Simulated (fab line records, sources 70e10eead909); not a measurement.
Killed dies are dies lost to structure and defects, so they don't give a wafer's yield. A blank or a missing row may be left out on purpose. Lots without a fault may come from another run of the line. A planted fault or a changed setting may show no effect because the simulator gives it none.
fab line records | flow nand_harc
record lots=14 wafers=42 last_day=34
route steps=1302 shown P_M2@341 P_BONDPAD@351
lots that met no fault: from a run of the same line without faults
start_h: hours from the record's first day to the start of the lot's first wafer shown | wait_h: hours since the lot's step before | " the same as in the row above | L1.1+2: a row that stands for several wafers | - no value, or no start given | * or withheld: withheld | < > ~ a bound
route shown NAME@n: a module of which the file shows steps, and the number in the route of the first | usual: mean/standard deviation of fault-free wafers | same: alike in all rows | chamber/n: place in a boat | sites: the reading at each site | _std_site: their standard deviation | _edge_site: outer sites' mean less inner sites' | radius_mm: how far each site lies from the wafer's centre | mask NAME#n: copy n | behind: the tool/chamber that last shaped the wafer | hold: why the lot was held/for how many hours/how that ended | device: the transistor (n, p or np) that didn't switch | end of line: the same wafers' tests at the end of the route | a step without rows: its recipe alone | killed: dies lost to structure and defects at the first sort, not the wafer's yield | map: a wafer's dies, x killed, . not, _ none there
set.NAME: the setting as run; set.NAME@STEP: as run at that earlier step | model.NAME: the simulator's own value behind a step, which no gauge read
steps of the route over a sample of lots; a table a step, a row a wafer
services: from which hour (start_h, from the record's first day; less than 0 if before it) a tool's chamber was out of use, for how many hours, and why
## steps
# step NHARC_P_M2_PVD_21
# recipe target_thk_a=300 chamber_pressure_pa=5 power_w=5000 substrate_temp_c=30 time_s=20.49 material=Cu
# usual substrate_temp_c=30.00/0.12 throttle_valve_pct=29.6/1.4
# columns lot.wafer tool chamber start_h wait_h substrate_temp_c throttle_valve_pct
L349.3 pvd_sputter-01 - - - 29.86 29.2
L349.4 " - " " 29.97 31.9
L349.5 " - " " 29.99 30.5
L352.2 pvd_sputter-02 - - - 30.00 26.3
L352.4 " - " " 29.95 30.0
L352.6 " - " " 29.90 29.3
L351.3 pvd_sputter-02 - - - 29.87 30.0
L351.6 " - " " 29.96 29.8
L351.5 " - " " 29.71 26.6
L353.4 pvd_sputter-02 - - - 29.96 29.9
L353.5 " - " " 30.07 29.8
L353.6 " - " " 30.28 26.5
L354.2 pvd_sputter-01 - - - 30.19 32.0
L354.1 " - " " 30.02 29.7
L354.4 " - " " 30.01 29.6
L358.3 pvd_sputter-01 - - - 29.95 31.1
L358.5 " - " " 30.06 30.2
L358.6 " - " " 30.13 30.7
L359.2 pvd_sputter-01 - - - 29.93 30.4
L359.1 " - " " 30.01 29.8
L359.6 " - " " 30.00 29.8
L360.1 pvd_sputter-03 - - - 29.95 31.6
L360.2 " - " " 29.94 31.2
L360.4 " - " " 29.88 28.9
L363.3 pvd_sputter-03 - - - 30.10 28.7
L363.6 " - " " 29.88 31.9
L363.5 " - " " 29.97 28.9
L366.4 pvd_sputter-01 - - - 29.89 30.9
L366.5 " - " " 30.13 29.7
L366.6 " - " " 29.98 30.4
L367.3 pvd_sputter-01 - - - 30.17 30.6
L367.5 " - " " 29.83 30.5
L367.6 " - " " 29.95 30.8
L369.2 pvd_sputter-03 - - - 29.88 28.7
L369.1 " - " " 30.02 29.1
L369.6 " - " " 29.98 28.6
L368.2 pvd_sputter-01 - - - 30.12 31.0
L368.1 " - " " 29.87 29.9
L368.6 " - " " 30.10 30.7
L370.3 pvd_sputter-02 - - - 29.95 29.5
L370.4 " - " " 30.06 29.0
L370.5 " - " " 30.13 27.7
# step NHARC_P_BONDPAD_DEP_00
# recipe target_thk_a=2500 temp_c=370 target_thk_nm=250 pressure_torr=3 flow_sccm=200 rf_w=450 material=SiCN
# usual heater_power_w=554/57
# columns lot.wafer tool chamber start_h wait_h heater_power_w
L349.3 pecvd-01 2 152.98 - 501
L349.4 " 2 " " 511
L349.5 " 0 " " 666
L352.2 pecvd-01 2 - - 466
L352.6 " 2 " " 470
L352.4 " 0 " " 651
L351.3 pecvd-01 0 179.76 - 617
L351.5 " 2 " " 447
L351.6 " 0 " " 610
L353.5 pecvd-02 0 201.73 - 655
L353.6 " 1 " " 567
L353.4 " 2 " " 559
L354.2 pecvd-02 2 208.64 - 580
L354.1 " 1 " " 569
L354.4 " 1 " " 565
L358.3 pecvd-02 0 247.42 - 550
L358.6 " 0 " " 561
L358.5 " 1 " " 515
L359.1 pecvd-03 1 252.35 - 574
L359.2 " 2 " " 573
L359.6 " 2 " " 560
L360.2 pecvd-03 0 265.14 - 589
L360.1 " 1 " " 547
L360.4 " 0 " " 604
L363.3 pecvd-02 2 291.68 - 592
L363.6 " 1 " " 467
L363.5 " 0 " " 544
L366.4 pecvd-02 2 - - 597
L366.5 " 0 " " 612
L366.6 " 1 " " 549
L367.3 pecvd-02 2 331.48 - 587
L367.5 " 2 " " 473
L367.6 " 1 " " 522
L369.1 pecvd-01 0 346.74 - 609
L369.2 " 1 " " 559
L369.6 " 2 " " 465
L368.2 pecvd-02 1 347.82 - 568
L368.1 " 0 " " 621
L368.6 " 1 " " 603
L370.3 pecvd-02 1 359.51 - 511
L370.4 " 1 " " 544
L370.5 " 0 " " 585
# step NHARC_P_BONDPAD_ETCH_24
# recipe target_depth_a=300 over_etch_frac=0.3 time_s=72.99 ion_energy_ev=150 cf4_flow_sccm=50 n2_flow_sccm=100 ar_flow_sccm=150 rf_w=300 bias_w=100 chemistry=CF4/N2
# usual bias_w=100.0/0.3 cf4_flow_sccm=49.98/0.15 chamber_pressure_mTorr=30.002/0.027 drypump_motor_current_A=5.8/0.5 n2_flow_sccm=100.04/0.3 oes_product_au=0.999/0.0098 rf_vpp_V=313.9/2 showerhead_plenum_p_Torr=2.61/0.11 throttle_valve_pct=19.794/0.0093
# columns lot.wafer tool chamber start_h wait_h bias_w cf4_flow_sccm chamber_pressure_mTorr drypump_motor_current_A n2_flow_sccm oes_product_au rf_hours_counter_h rf_vpp_V showerhead_plenum_p_Torr throttle_valve_pct
L349.4 rie_diel-09 2 154.91 - 100.3 49.83 30.010 6.4 100.09 1.006 0.2 315.3 2.65 19.791
L349.3 " 3 " " 100.4 50.16 30.018 5.4 100.89 1.009 0.2 312.9 2.61 19.807
L349.5 " 1 " " 99.9 49.94 29.980 6.1 100.17 1.009 - 315.5 2.66 19.779
L352.2 rie_diel-09 1 180.99 0.2 99.7 50.05 30.003 6.1 100.13 1.004 1.5 312.9 2.66 19.787
L352.6 " 2 " " 100.1 50.10 30.097 6.4 100.06 0.995 - 313.3 2.65 19.788
L352.4 " 1 " " 99.7 50.02 30.018 6.1 100.36 1.000 - 314.3 2.66 19.783
L351.3 rie_diel-11 3 181.77 - 99.6 49.91 29.973 5.7 99.77 0.982 4.6 311.1 2.49 19.785
L351.5 " 0 " " 99.9 50.27 29.995 5.7 100.27 0.997 - 318.6 2.79 19.794
L351.6 " 1 " " 100.5 49.91 29.984 4.8 99.40 0.993 - 316.4 2.78 19.798
L353.4 rie_diel-02 3 203.57 - 100.0 49.93 30.039 5.3 100.33 0.995 5.3 312.2 2.60 19.793
L353.6 " 3 " " 100.0 50.04 30.000 5.3 100.25 0.991 - 314.2 2.60 19.812
L353.5 " 0 " " 99.6 50.06 30.009 5.7 100.03 0.987 - 310.9 2.51 19.781
L354.2 rie_diel-09 0 210.61 - 100.3 49.69 30.037 6.5 100.03 1.017 1.7 314.7 2.55 19.806
L354.4 " 1 " " 99.8 50.08 30.007 6.1 99.68 1.005 2.9 317.1 2.66 19.788
L354.1 " 3 " " 99.6 50.03 29.994 5.4 100.62 1.001 2.6 313.1 2.61 19.789
L358.3 rie_diel-11 1 249.24 - 100.3 50.19 30.002 4.8 99.96 0.988 7.9 316.7 2.78 19.788
L358.5 " 2 " " 99.8 50.11 30.030 5.4 99.58 0.993 - 312.7 2.53 19.791
L358.6 " 3 " " 99.9 50.04 30.017 5.7 99.81 0.998 - 312.1 2.48 19.786
L359.1 rie_diel-11 1 254.31 - - - - - - - - - - -
L359.2 " 2 " " - - - - - - - - - -
L359.6 " 1 " " - - - - - - - - - -
L360.1 rie_diel-09 1 266.98 - - - - - - - - - - -
L360.2 " 3 " " - - - - - - - - - -
L360.4 " 0 " " - - - - - - - - - -
L363.3 rie_diel-11 0 293.61 - 100.4 49.72 29.997 5.7 99.85 0.989 0.7 319.5 2.78 19.794
L363.5 " 3 " " 100.3 49.92 29.994 5.8 100.19 0.999 - 310.6 2.48 19.809
L363.6 " 0 " " 100.5 49.77 29.940 5.7 100.51 0.990 - 316.0 2.78 19.801
L366.4 rie_diel-02 0 322.70 - 99.7 50.01 30.042 5.7 100.29 0.998 4.1 311.4 2.51 19.811
L366.5 " 0 " " 99.9 49.93 29.953 5.6 99.94 0.998 - 310.6 2.51 19.785
L366.6 " 1 " " 100.0 50.01 30.019 5.7 100.33 0.994 - 311.8 2.51 19.787
L367.3 rie_diel-09 3 333.35 - 99.9 50.15 30.007 5.4 100.11 0.998 0.5 314.0 2.61 19.802
L367.6 " 1 " " 100.5 49.92 29.988 6.1 99.90 1.018 - 315.9 2.65 19.795
L367.5 " 2 " " 100.1 50.13 30.030 6.4 100.05 1.003 - 313.7 2.65 19.795
L369.1 rie_diel-11 3 348.57 0.2 100.2 49.88 29.997 5.8 99.78 1.012 3.3 312.8 2.48 19.805
L369.2 " 1 " " 99.9 49.98 29.951 4.8 99.61 0.987 3.2 316.6 2.77 19.802
L369.6 " 3 " " 100.5 49.87 29.977 5.8 100.02 1.006 - 310.9 2.48 19.802
L368.2 rie_diel-09 1 349.79 - 99.8 49.97 30.000 6.1 99.34 1.015 1.0 314.3 2.65 19.790
L368.1 " 2 " " 99.9 49.99 30.021 6.4 99.63 0.998 1.0 313.3 2.65 19.802
L368.6 " 0 " " 100.1 50.22 30.009 6.5 99.77 1.014 - 313.3 2.55 19.784
L370.4 rie_diel-11 3 361.48 - 99.8 49.69 30.028 5.7 100.12 1.014 4.5 311.1 2.48 19.787
L370.3 " 0 " " 100.0 50.04 29.981 5.7 99.64 0.990 4.3 317.6 2.78 19.795
L370.5 " 0 " " 100.5 50.07 30.000 5.7 99.91 0.987 - 316.1 2.78 19.787
# step NHARC_P_BONDPAD_CMP_19
# recipe t_overpolish_s=30 cu_recess_touch_s=16 target_thk_nm=160.81
# usual motor_current_A=12.4/1.1 overpolish_run_s=29.999/0.0094 slurry_filter_dp_kPa=13.48/0.14 slurry_flow_ml_min=150.0/0.49
# same cu_recess_touch_s=16 t_overpolish_s=30
# columns lot.wafer tool chamber start_h wait_h motor_current_A overpolish_run_s slurry_filter_dp_kPa slurry_flow_ml_min
L349.3 cmp-03 0 156.43 - 11.6 30.011 13.44 150.1
L349.4 " 1 " " 13.0 30.003 13.30 150.1
L349.5 " 1 " " 13.2 29.999 13.60 149.3
L352.4 cmp-01 1 182.49 - 13.8 30.002 13.54 150.2
L352.2 " 3 " " 12.4 29.997 13.38 149.6
L352.6 " 1 " " 13.4 30.015 13.35 150.2
L351.3 cmp-03 0 183.24 - 12.3 29.999 13.58 149.9
L351.5 " 0 " " 12.1 30.002 13.42 149.8
L351.6 " 1 " " 13.4 30.009 13.46 150.3
L353.4 cmp-01 3 205.14 - 12.2 29.996 13.30 149.9
L353.5 " 0 " " 10.9 29.978 13.26 150.6
L353.6 " 1 " " 13.2 30.006 13.24 149.9
L354.4 cmp-01 3 212.12 - 12.1 29.995 13.27 151.0
L354.2 " 0 " " 11.4 29.992 13.28 150.2
L354.1 " 1 " " 13.1 30.010 13.48 150.7
L358.3 cmp-04 1 251.02 - 13.2 30.003 13.34 150.1
L358.6 " 3 " " 10.1 30.004 13.50 149.2
L358.5 " 0 " " 11.8 29.991 13.54 149.8
L359.2 cmp-01 2 255.82 - 11.5 30.006 13.80 150.1
L359.1 " 3 " " 12.1 30.005 13.54 149.9
L359.6 " 2 " " 10.9 30.006 13.49 150.2
L360.4 cmp-03 2 268.46 - 13.2 29.999 13.57 150.0
L360.1 " 3 " " 15.0 30.001 13.54 150.0
L360.2 " 1 " " 12.7 30.009 13.63 150.2
L363.3 cmp-03 2 295.15 - 13.3 29.979 13.49 149.9
L363.5 " 1 " " 13.2 30.016 13.53 149.4
L363.6 " 2 " " 12.5 30.012 13.54 150.0
L366.4 cmp-03 1 324.25 - 13.3 30.006 13.56 150.1
L366.6 " 3 " " 14.8 30.004 13.55 150.7
L366.5 " 0 " " 11.7 29.994 13.43 149.9
L367.3 cmp-04 3 334.84 - 10.2 30.000 13.38 149.4
L367.5 " 3 " " 9.7 30.000 13.53 148.8
L367.6 " 0 " " 12.2 29.995 13.27 150.5
L369.2 cmp-01 1 350.09 - 12.9 29.998 13.45 148.7
L369.1 " 3 " " 12.8 30.003 13.28 149.8
L369.6 " 0 " " 11.9 30.003 13.78 149.1
L368.1 cmp-03 2 351.36 - 13.5 29.998 13.38 150.5
L368.2 " 3 " " 14.5 29.977 13.43 150.0
L368.6 " 1 " " 13.4 30.026 13.67 150.3
L370.3 cmp-04 0 363.03 - 11.1 30.002 13.35 148.7
L370.4 " 1 " " 13.7 29.999 13.46 149.3
L370.5 " 3 " " 10.1 30.005 13.44 150.3
## services
# columns tool chamber start_h hours kind
pecvd-02 1 132.52 12.1 repair
rie_diel-09 2 134.31 1.2 repair
cmp-01 - 141.31 3.3 repair
rie_diel-09 - 143.10 9.0 pm
cmp-03 - 152.89 2.2 repair
cmp-03 - 162.13 4.0 pm
cmp-03 - 175.14 1.9 repair
rie_diel-09 0 176.02 18.0 repair
cmp-03 - 193.45 0.8 repair
rie_diel-11 - 198.90 0.4 repair
rie_diel-11 3 204.85 2.6 repair
pvd_sputter-01 - 226.00 10.0 pm
pecvd-02 - 227.21 13.0 pm
rie_diel-11 - 255.50 9.0 pm
cmp-03 - 260.21 4.0 pm
pvd_sputter-01 - 286.64 3.5 repair
pecvd-02 - 288.58 1.5 repair
cmp-03 - 301.02 0.3 repair
rie_diel-09 3 302.88 4.0 repair
rie_diel-11 - 308.19 0.2 repair
rie_diel-09 - 320.10 9.0 pm
rie_diel-11 1 327.54 19.9 repair
cmp-03 - 352.69 2.2 repair
cmp-03 - 358.21 4.0 pm
## key
first_sign step=NHARC_P_BONDPAD_ETCH_24 reading=tool_record direction=missing
effect none on later readings
met_at NHARC_P_BONDPAD_ETCH_24
struck_lots L359,L360
later_rows_left_out L359.1,L359.2,L359.6,L360.1,L360.2,L360.4
sort_left_out L359.1,L359.2,L359.6,L360.1,L360.2,L360.4
not_acting_at NHARC_P_M2_PVD_21,NHARC_P_BONDPAD_DEP_00,NHARC_P_BONDPAD_CMP_19
onset_between 249.24 254.31
fault kind=skipped_step_whole tool=rie_diel-09,rie_diel-11 chamber=- onset_h=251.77 steps=NHARC_P_BONDPAD_ETCH_24 scope=struck_lots_only
# sort_left_out: the simulated sort isn't trusted on such a fault, so these wafers' sort isn't shown, and their yield isn't known
# later_rows_left_out: the simulator's readings of these wafers behind a module that went badly wrong aren't trusted and aren't shown, but for the sort
